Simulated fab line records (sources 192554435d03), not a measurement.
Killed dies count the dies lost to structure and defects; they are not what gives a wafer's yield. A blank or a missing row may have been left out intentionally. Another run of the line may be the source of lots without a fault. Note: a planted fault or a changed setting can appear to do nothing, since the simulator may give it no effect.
fab line records | flow n5-finfet
record lots=8 wafers=24 last-day=19
route steps=1938 shown BEOL_M2@866 BEOL_M4@1111
lots with no fault: from the same line, run without faults
start-h: the number of hours between the record's first day and the start of the first shown wafer of the lot | wait-h: how many hours have passed since the lot's step before this one | " as in the row above | L1.1+2: one row covering several wafers at once | - no value, or no start was given | * or withheld: withheld | < > ~ a bound
route shown NAME@n: a module of which the file shows steps, and the number in the route of the first | usual: the fault-free wafers' mean and standard deviation | same: alike in all rows | chamber/n: place in a boat | sites: readings site by site | _std_site: the values' standard deviation | _edge_site: the outer-site mean with the inner-site mean subtracted | radius-mm: for every site, how far away it sits from the centre of the wafer | mask NAME#n: copy n | behind: tool/chamber where the wafer was last shaped | hold: the reason the lot was held/the length of the hold in hours/how it ended | device: names the non-switching transistor (n, p or np) | end of line: the same wafers' tests at the end of the route | a step without rows: its recipe alone | killed: count of dies lost to structure and defects at first sort (not the wafer's yield) | map: per-die view of a wafer (x killed, . not killed, _ where there is no die)
set.NAME: the setting as run; set.NAME@STEP: as run at that earlier step | model.NAME: the simulator's own value behind a step, which no gauge read
steps of the route over a sample of lots; a table a step, a row a wafer
services: a tool's chamber out of use, with start hour (start-h, from the record's first day; less than 0 if before it), hours out, and reason
## steps
# step N5_BEOL_M2_CD_MEAS_18
# recipe pitch-nm=36 target-cd-nm=18
# usual cd-nm=18.08/0.28
# columns lot.wafer tool chamber start-h wait-h cd-nm
L514.2 cd-sem-03 - 145.59 0.1 18.07
L514.4 " - " " 18.03
L514.5 " - " " 17.90
L520.1 cd-sem-01 - 178.10 0.0 18.40
L520.3 " - " " 17.90
L520.4 " - " " 17.52
L521.1 cd-sem-03 - 192.02 0.0 18.41
L521.3 " - " " 17.96
L521.6 " - " " 18.29
L522.1 cd-sem-02 - 193.52 0.0 17.69
L522.3 " - " " 18.13
L522.4 " - " " 18.15
L527.3 cd-sem-01 - 231.12 0.1 18.27
L527.5 " - " " 18.35
L527.6 " - " " 17.94
L533.1 cd-sem-02 - 260.09 0.0 17.91
L533.2 " - " " 17.59
L533.5 " - " " 17.77
L535.2 cd-sem-03 - 279.68 0.1 17.95
L535.5 " - " " 18.11
L535.6 " - " " 18.26
L534.1 cd-sem-02 - 280.12 0.0 18.38
L534.5 " - " " 17.94
L534.6 " - " " 17.92
# step N5_BEOL_M2_DESCUM_33
# recipe chemistry=O2 time-s=7 source-power-w=50 bias-power-w=20 pressure-mtorr=20 rf-frequency-hz=2.712e+07 temp-c=40 resist=CAR-EUV o2-flow-sccm=225
# usual drypump-motor-current-A=5.7/0.33 oes-product-au=0.82/0.094 rf-vpp-V=243.1/1.3 showerhead-plenum-p-Torr=2.09/0.069 temp-c=40.00/0.1 throttle-valve-pct=20.31/0.23
# columns lot.wafer tool chamber start-h wait-h drypump-motor-current-A oes-product-au rf-hours-counter-h rf-vpp-V showerhead-plenum-p-Torr temp-c throttle-valve-pct
L514.2 rie-diel-06 1 146.03 0.0 5.6 0.75 168 243.1 2.09 40.02 20.28
L514.4 " 3 " " 6.2 0.70 219 242.0 1.98 39.94 20.53
L514.5 " 2 " " 5.7 0.95 - 243.1 2.04 39.97 20.15
L520.1 rie-diel-06 2 178.59 0.1 5.7 0.92 16 242.1 2.04 39.95 20.16
L520.3 " 1 " " 5.6 0.73 174 242.1 2.08 40.14 20.29
L520.4 " 3 " " 6.2 0.68 231 240.8 1.98 40.05 20.54
L521.1 rie-diel-02 3 192.59 0.0 5.2 0.72 190 245.4 2.17 40.00 20.28
L521.3 " 2 " " 5.7 0.87 43 243.5 2.04 39.91 20.14
L521.6 " 2 " " 5.7 0.88 - 242.7 2.04 40.12 20.15
L522.1 rie-diel-01 3 193.96 0.0 6.4 0.95 17 242.8 2.05 39.82 20.21
L522.3 " 0 " " 5.2 0.98 4 241.3 2.05 40.22 20.25
L522.4 " 1 " " 5.5 0.69 234 243.7 2.07 39.73 20.94
L527.3 rie-diel-01 3 231.72 0.0 6.4 0.92 31 243.4 2.05 40.01 20.23
L527.5 " 1 " " 5.5 0.67 - 242.0 2.07 39.94 20.97
L527.6 " 2 " " 5.8 0.84 - 242.0 2.05 40.06 20.11
L533.1 rie-diel-02 3 260.66 0.0 5.2 0.71 217 243.3 2.16 40.03 20.33
L533.2 " 2 " " 5.7 0.85 69 242.4 2.03 39.90 20.18
L533.5 " 1 " " 5.9 0.86 - 242.3 2.04 39.85 20.24
L535.2 rie-diel-06 3 280.13 0.0 6.1 0.98 7 244.6 2.24 40.00 20.18
L535.5 " 2 " " 5.7 0.85 - 243.7 2.03 40.02 20.23
L535.6 " 3 " " 6.2 0.98 - 245.3 2.24 40.02 20.17
L534.1 rie-diel-06 2 281.16 0.5 5.7 0.85 53 243.2 2.03 40.12 20.22
L534.5 " 3 " " 6.2 0.98 - 244.7 2.24 39.94 20.17
L534.6 " 0 " " 5.3 0.79 - 244.7 2.21 40.10 20.43
# step N5_BEOL_M2_ALD_98
# recipe material=SiO2 target-thk-a=25 temp-c=100 ald-precursor-family=BDEAS ald-co-reactant=O2-plasma pulse-time-s=1 co-reactant-pulse-time-s=1 purge-time-s=2 co-reactant-purge-time-s=2 ald-cycles=17 pressure-torr=2
# usual heater-power-w=77/6.9 precursor-pulse-height-rel=0.997/0.022
# same co-reactant-pulse-time-s=1
# columns lot.wafer tool chamber start-h wait-h heater-power-w precursor-pulse-height-rel
L514.2 ald-sin-02 1 146.16 0.1 63 1.018
L514.4 " 3 " " 78 0.983
L514.5 " 3 " " 78 1.010
L520.1 ald-sin-03 1 178.79 0.1 77 1.010
L520.3 " 2 " " 66 0.991
L520.4 " 0 " " 78 0.985
L521.1 ald-sin-03 1 192.72 0.1 78 1.004
L521.3 " 3 " " 85 0.990
L521.6 " 3 " " 84 0.985
L522.1 ald-sin-03 0 194.10 0.1 80 1.015
L522.3 " 1 " " 79 0.999
L522.4 " 2 " " 64 1.033
L527.3 ald-sin-03 0 231.86 0.1 79 0.995
L527.5 " 1 " " 77 1.012
L527.6 " 0 " " 79 1.012
L533.1 ald-sin-02 2 260.79 0.1 80 1.029
L533.2 " 1 " " 67 0.989
L533.5 " 0 " " 68 0.958
L535.2 ald-sin-03 3 280.38 0.2 85 0.960
L535.5 " 0 " " 76 0.951
L535.6 " 1 " " 78 0.958
L534.1 ald-sin-01 2 281.30 0.1 75 0.992
L534.5 " 0 " " 77 0.991
L534.6 " 3 " " 83 0.984
# step N5_BEOL_M2_TRENCH_ETCH_37
# recipe chemistry=C4F6/O2 target-depth-a=555.55 target=SiOC time-s=29.2 ion-energy-ev=250 pressure-mtorr=30 source-w=355 bias-w=185 Ar_flow_sccm=300 C4F6_flow_sccm=10 O2_flow_sccm=10
# usual drypump-motor-current-A=5.7/0.37 oes-product-au=0.82/0.1 rf-vpp-V=666/4.1 run-length-s=52.5/0.4 showerhead-plenum-p-Torr=2.83/0.077 throttle-valve-pct=20.75/0.25
# columns lot.wafer tool chamber start-h wait-h drypump-motor-current-A oes-product-au rf-hours-counter-h rf-vpp-V run-length-s showerhead-plenum-p-Torr throttle-valve-pct
L514.2 rie-diel-01 1 146.81 - 5.5 0.69 212 670 52.7 2.82 21.29
L514.4 " 2 " " 5.8 0.89 - 667 52.4 2.79 20.40
L514.5 " 0 " " 5.2 0.66 - 665 52.5 2.80 21.10
L520.1 rie-diel-01 2 186.24 - 5.7 0.86 58 666 58.3 2.78 20.45
L520.3 " 3 " " 6.4 0.96 13 669 52.6 2.81 20.70
L520.4 " 1 " " 5.6 0.69 - 670 52.7 2.81 21.31
L521.1 rie-diel-06 2 193.09 - 5.7 0.91 22 656 53.3 2.79 20.67
L521.3 " 3 " " 6.2 0.68 236 657 52.7 2.70 20.92
L521.6 " 1 " " 5.6 0.73 - 666 51.7 2.83 20.69
L522.1 rie-diel-01 3 201.22 - 6.4 0.94 20 669 58.6 2.81 20.70
L522.3 " 2 " " 5.7 0.85 63 666 52.7 2.78 20.44
L522.4 " 0 " " 5.2 0.96 6 665 52.2 2.79 20.69
L527.3 rie-diel-02 3 236.85 - 5.2 0.72 208 668 52.8 2.95 20.81
L527.5 " 1 " " 5.9 0.87 - 661 51.9 2.78 20.66
L527.6 " 0 " " 5.9 0.71 - 673 52.5 2.94 20.61
L533.1 rie-diel-02 3 261.51 - 5.2 0.71 217 665 52.6 2.94 20.83
L533.2 " 1 " " 5.8 0.85 49 662 52.1 2.78 20.65
L533.5 " 3 " " 5.2 0.71 - 666 53.1 2.94 20.83
L535.2 rie-diel-06 1 283.63 - 5.6 0.71 207 665 52.1 2.81 20.75
L535.5 " 3 " " 6.2 0.98 - 667 52.9 3.02 20.58
L535.6 " 2 " " 5.7 0.85 - 656 53.2 2.77 20.71
L534.1 rie-diel-01 0 284.58 - 5.2 0.90 36 664 52.2 2.78 20.76
L534.5 " 3 " " 6.4 0.89 - 669 52.8 2.79 20.74
L534.6 " 2 " " 5.7 0.81 - 667 52.5 2.77 20.49
# step N5_BEOL_M2_OCD_MEAS_38
# usual trench-depth-nm=55.9/0.71
# columns lot.wafer tool chamber start-h wait-h trench-depth-nm
L514.2 ocd-01 - 146.96 - 55.3
L514.4 " - " " 55.5
L514.5 " - " " 55.4
L520.1 ocd-01 - 186.39 - 68.6
L520.3 " - " " 56.8
L520.4 " - " " 55.2
L521.1 ocd-02 - 193.25 - 56.5
L521.3 " - " " 55.2
L521.6 " - " " 55.3
L522.1 ocd-02 - 201.38 - 68.5
L522.3 " - " " 55.5
L522.4 " - " " 55.9
L527.3 ocd-02 - 237.00 - 55.1
L527.5 " - " " 56.0
L527.6 " - " " 56.4
L533.1 ocd-01 - 261.67 - 56.0
L533.2 " - " " 55.3
L533.5 " - " " 55.1
L535.2 ocd-02 - 283.78 - 54.6
L535.5 " - " " 56.2
L535.6 " - " " 55.9
L534.1 ocd-01 - 284.73 - 56.4
L534.5 " - " " 56.1
L534.6 " - " " 56.0
# step N5_BEOL_M2_THK_MEAS_53
# recipe thk-meas-gauge=xrf reads=Cu_of_BEOL_M2_ECD_50
# usual M2_THK=40.3/1.1
# columns lot.wafer tool chamber start-h wait-h M2_THK[nm]
L514.2 film-metro-01 - 150.71 - 40.5
L514.4 " - " " 41.0
L514.5 " - " " 39.8
L520.1 film-metro-01 - 190.56 - 50.9
L520.3 " - " " 40.9
L520.4 " - " " 37.5
L521.1 film-metro-02 - 196.93 - 40.1
L521.3 " - " " 38.1
L521.6 " - " " 40.1
L522.1 film-metro-02 - 204.72 - 52.9
L522.3 " - " " 39.9
L522.4 " - " " 42.6
L527.3 film-metro-01 - 242.21 - 40.3
L527.5 " - " " 39.6
L527.6 " - " " 40.3
L533.1 film-metro-01 - 267.03 - 40.8
L533.2 " - " " 40.3
L533.5 " - " " 41.0
L535.2 film-metro-02 - 288.01 - 39.6
L535.5 " - " " 40.6
L535.6 " - " " 41.0
L534.1 film-metro-01 - 289.48 - 40.4
L534.5 " - " " 41.5
L534.6 " - " " 38.8
# step N5_BEOL_M2_RS_MEAS_58
# recipe thk-meas-gauge=four-point-probe reads=Co_of_BEOL_M2_CO_CAP_55+Cu_of_BEOL_M2_ECD_50+Co_of_BEOL_M2_CVD_47+TaN_of_BEOL_M2_ALD_84
# usual M2_RS=0.666/0.024
# columns lot.wafer tool chamber start-h wait-h M2_RS[ohm/sq]
L514.2 film-metro-01 - 150.98 0.1 0.665
L514.4 " - " " 0.654
L514.5 " - " " 0.679
L520.1 film-metro-02 - 190.82 0.0 0.488
L520.3 " - " " 0.643
L520.4 " - " " 0.720
L521.1 film-metro-02 - 197.24 0.0 0.673
L521.3 " - " " 0.723
L521.6 " - " " 0.669
L522.1 film-metro-02 - 204.98 0.0 0.476
L522.3 " - " " 0.681
L522.4 " - " " 0.626
L527.3 film-metro-01 - 242.57 0.2 0.675
L527.5 " - " " 0.687
L527.6 " - " " 0.673
L533.1 film-metro-02 - 267.32 0.1 0.651
L533.2 " - " " 0.664
L533.5 " - " " 0.647
L535.2 film-metro-02 - 288.27 0.1 0.684
L535.5 " - " " 0.664
L535.6 " - " " 0.656
L534.1 film-metro-02 - 289.77 0.1 0.662
L534.5 " - " " 0.639
L534.6 " - " " 0.695
# step N5_BEOL_M4_RC_MEAS_101
# usual DIBL_N=36.1/1.3 DIBL_P=36.1/1.7 IOFF_N=0.154/0.022 IOFF_P=0.201/0.024 ION_N=675/8.9 ION_P=462/5.9 SERP_M2=192/11 SERP_M2_max_site=204/12 SS_N=71.5/0.49 SS_P=73.3/0.58 VT_N=250.0/2.7 VT_P=-251.3/2.7
# columns lot.wafer tool chamber start-h wait-h DIBL_N[mV/V] DIBL_P[mV/V] IOFF_N[nA/um] IOFF_P[nA/um] ION_N[uA/um] ION_P[uA/um] SERP_M2[ohm/um] SERP_M2_max_site[ohm/um] SS_N[mV/dec] SS_P[mV/dec] VT_N[mV] VT_P[mV]
L514.2 prober-01 0 170.57 0.2 36.8 37.7 0.168 0.185 678 452 192 197 72.2 73.7 250.7 -254.7
L514.4 " 0 " " 36.0 36.4 0.146 0.172 662 452 182 190 71.3 73.7 251.7 -253.2
L514.5 " 0 " " 37.6 38.3 0.165 0.184 676 448 192 199 72.1 73.5 250.3 -254.9
L520.1 prober-01 0 227.34 0.0 35.2 35.5 0.131 0.189 672 461 150 161 71.0 73.0 251.7 -250.1
L520.3 " 0 " " 36.0 35.5 0.134 0.192 668 463 195 199 71.3 72.4 250.1 -248.9
L520.4 " 0 " " 36.5 36.9 0.146 0.214 676 465 222 227 71.0 73.2 249.3 -249.1
L521.1 prober-02 0 231.69 0.0 35.2 34.1 0.136 0.174 662 452 190 207 71.4 72.9 253.5 -250.5
L521.3 " 0 " " 35.0 35.0 0.151 0.192 672 460 200 212 71.7 73.4 252.1 -250.9
L521.6 " 0 " " 36.8 36.7 0.176 0.218 679 462 178 190 71.6 74.1 247.8 -250.6
L522.1 prober-01 0 234.47 0.0 36.3 35.6 0.127 0.182 662 455 141 156 71.1 72.7 252.8 -253.7
L522.3 " 0 " " 37.7 37.2 0.162 0.205 672 460 184 194 71.3 74.0 249.4 -252.9
L522.4 " 0 " " 34.9 33.8 0.116 0.165 664 455 185 200 70.9 72.9 253.7 -253.3
L527.3 prober-02 0 267.70 0.3 36.6 36.4 0.151 0.210 669 463 186 195 71.4 73.1 252.1 -252.0
L527.5 " 0 " " 36.5 36.1 0.146 0.202 671 459 188 210 71.2 73.2 249.7 -251.8
L527.6 " 0 " " 36.6 36.7 0.154 0.210 680 464 180 185 71.6 72.8 247.6 -253.2
L533.1 prober-01 0 293.85 0.0 36.3 37.0 0.169 0.199 683 464 208 211 71.6 73.0 247.2 -252.2
L533.2 " 0 " " 36.2 36.7 0.165 0.196 672 453 192 205 71.1 73.2 248.2 -250.7
L533.5 " 0 " " 37.9 38.0 0.194 0.216 690 465 195 207 71.3 73.8 245.6 -248.9
L534.1 prober-02 0 319.48 0.0 38.7 39.5 0.196 0.268 696 478 197 212 72.4 73.9 244.5 -245.7
L534.5 " 0 " " 37.4 38.0 0.174 0.247 681 470 198 213 72.2 73.6 245.3 -248.8
L534.6 " 0 " " 36.1 36.4 0.147 0.211 670 464 202 210 71.9 73.0 251.1 -247.4
L535.2 prober-01 0 322.61 0.2 35.0 35.5 0.129 0.156 667 456 198 214 71.1 73.3 251.5 -255.6
L535.5 " 0 " " 35.0 36.1 0.136 0.168 678 460 181 203 71.8 72.9 249.9 -253.4
L535.6 " 0 " " 35.9 36.4 0.141 0.169 677 462 177 186 72.3 73.3 250.5 -256.6
# sites SERP_M2 radius-mm=0,75,75,75,75,140,140,140,140
L514.2 181 192 196 194 194 188 189 197 190
L520.1 150 148 161 152 151 139 154 146 141
L521.1 206 203 190 197 207 168 180 169 171
L522.1 152 141 146 142 156 127 130 128 137
L527.3 195 195 186 190 191 173 170 174 171
L533.1 210 203 209 201 208 205 211 208 204
L534.1 205 212 198 200 193 197 189 187 190
L535.2 198 202 212 214 192 191 182 202 189
## services
# columns tool chamber start-h hours kind
ald-sin-03 - 127.76 0.7 repair
ald-sin-01 - 132.93 2.8 pm
ald-sin-02 0 138.60 3.0 repair
rie-diel-01 0 154.18 - clean
rie-diel-01 0 154.18 - consumable-replace:focus-ring
rie-diel-01 0 154.18 33.0 scheduled-down
rie-diel-01 0 154.18 33.0 vent-cycle
rie-diel-06 1 164.44 9.9 repair
rie-diel-01 3 177.60 5.2 repair
ald-sin-01 - 177.60 14.0 pm
rie-diel-06 1 183.55 8.8 repair
rie-diel-02 0 212.15 22.1 repair
ald-sin-01 0 213.13 3.6 repair
rie-diel-06 3 215.95 2.9 repair
rie-diel-01 1 240.61 - clean
rie-diel-01 1 240.61 - consumable-replace:focus-ring
rie-diel-01 1 240.61 16.8 scheduled-down
rie-diel-01 1 240.61 16.8 vent-cycle
rie-diel-06 3 242.73 - clean
rie-diel-06 3 242.73 - consumable-replace:focus-ring
rie-diel-06 3 242.73 - consumable-replace:showerhead
ald-sin-01 3 260.88 1.9 repair
ald-sin-01 - 270.25 0.6 repair
rie-diel-02 2 281.00 6.7 repair
## key
first-sign step=N5_BEOL_M2_TRENCH_ETCH_37 reading=run-length-s direction=up sigmas=15 usual=* struck=*
effect step=N5_BEOL_M2_OCD_MEAS_38 reading=trench-depth-nm direction=up sigmas=18 usual=55.9 struck=68.6
effect step=N5_BEOL_M2_THK_MEAS_53 reading=M2_THK direction=up sigmas=10 usual=40.3 struck=51.9
effect step=N5_BEOL_M2_RS_MEAS_58 reading=M2_RS direction=down sigmas=7.6 usual=0.666 struck=0.482
effect step=N5_BEOL_M4_RC_MEAS_101 reading=SERP_M2 direction=down sigmas=4.1 usual=192 struck=146
effect step=N5_BEOL_M4_RC_MEAS_101 reading=SERP_M2_max_site direction=down sigmas=3.7 usual=204 struck=159
met-at N5_BEOL_M2_TRENCH_ETCH_37
struck-lots L520,L522
struck-wafers L520.1,L522.1
not-acting-at N5_BEOL_M2_CD_MEAS_18,N5_BEOL_M2_DESCUM_33,N5_BEOL_M2_ALD_98
onset-between 146.81 186.24
fault kind=process-parameter-drift tool=rie-diel-01 chamber=- onset-h=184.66 steps=N5_BEOL_M2_TRENCH_ETCH_37 channel=time-s offset=* shape=step end-h=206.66 scope=struck-wafers-only acts-in=* stated=*
